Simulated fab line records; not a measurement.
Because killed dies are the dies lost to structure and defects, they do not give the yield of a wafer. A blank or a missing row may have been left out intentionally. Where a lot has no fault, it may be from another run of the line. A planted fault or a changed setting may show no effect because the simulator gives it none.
Chamber matching -- flow n5Finfet -- N5_BEOL_M14_DESCUM_33 on rieDiel-02 has 4 sister chambers
The step chemistry O2, time 7.9 s. 18 wafers are shown with their chamber, then 9 later ones without.

WAFERS, EACH WITH ITS CHAMBER
wafer,chamber,throttleValvePct (%),drypumpMotorCurrentA (A),showerheadPlenumPTorr (Torr)
L076.4,1,20.48,5.8,2.16
L076.5,0,20.44,5.6,1.98
L076.6,1,20.49,5.7,2.16
L081.1,2,20.58,5.7,2.17
L081.2,1,20.50,5.8,2.16
L081.4,3,20.71,5.6,1.99
L090.1,1,20.54,5.8,2.15
L090.2,0,20.12,5.6,2.23
L090.3,2,20.61,5.7,2.16
L090.4,3,20.75,5.6,1.98
L090.5,2,20.61,5.7,2.16
L090.6,1,20.54,5.8,2.15
L088.1,1,20.55,5.8,2.15
L088.2,2,20.62,5.6,2.16
L088.3,3,20.74,5.6,1.98
L088.4,0,20.11,5.6,2.23
L088.5,0,20.10,5.6,2.23
L088.6,1,20.53,5.7,2.15

SIGNATURES (averages over the wafers above)
reading,chamber 0,chamber 1,chamber 2,chamber 3,scatter within a chamber
throttleValvePct,20.1925,20.5186,20.6050,20.7333,0.0794
drypumpMotorCurrentA,5.600,5.771,5.675,5.600,0.0394
showerheadPlenumPTorr,2.1675,2.1543,2.1625,1.9833,0.0581
Rule: distance of a wafer from a chamber = root of the sum over the readings of ((wafer's reading minus chamber's mean) / reading's scatter) squared. The wafer belongs to the nearest chamber; if the next one is less than 2 further off, it can't be placed. The scatter: take each reading less its chamber's mean, square it, sum over the shown wafers, divide by the number of wafers less the number of chambers, and take the root.

WAFERS WHOSE CHAMBER IS MISSING
wafer,throttleValvePct (%),drypumpMotorCurrentA (A),showerheadPlenumPTorr (Torr)
L097.3,20.11,5.6,2.23
L097.4,20.76,5.6,1.98
L097.5,20.63,5.7,2.16
L091.1,20.12,5.6,2.23
L091.2,20.18,5.7,2.15
L091.3,20.77,5.6,1.98
L089.1,20.12,5.6,2.23
L089.2,20.76,5.6,1.98
L089.3,20.64,5.7,2.16

EACH ONE'S CHAMBER
wafer,from the rows above,in truth
L097.3,0,0
L097.4,3,3
L097.5,can't be placed: 2 or 1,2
L091.1,0,0
L091.2,0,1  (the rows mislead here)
L091.3,3,3
L089.1,0,0
L089.2,3,3
L089.3,can't be placed: 2 or 1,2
Correct placement for 6 of the 9. Unplaceable from these rows: 2, with the true chamber sitting among the candidates in 2. Placed wrongly: 1.
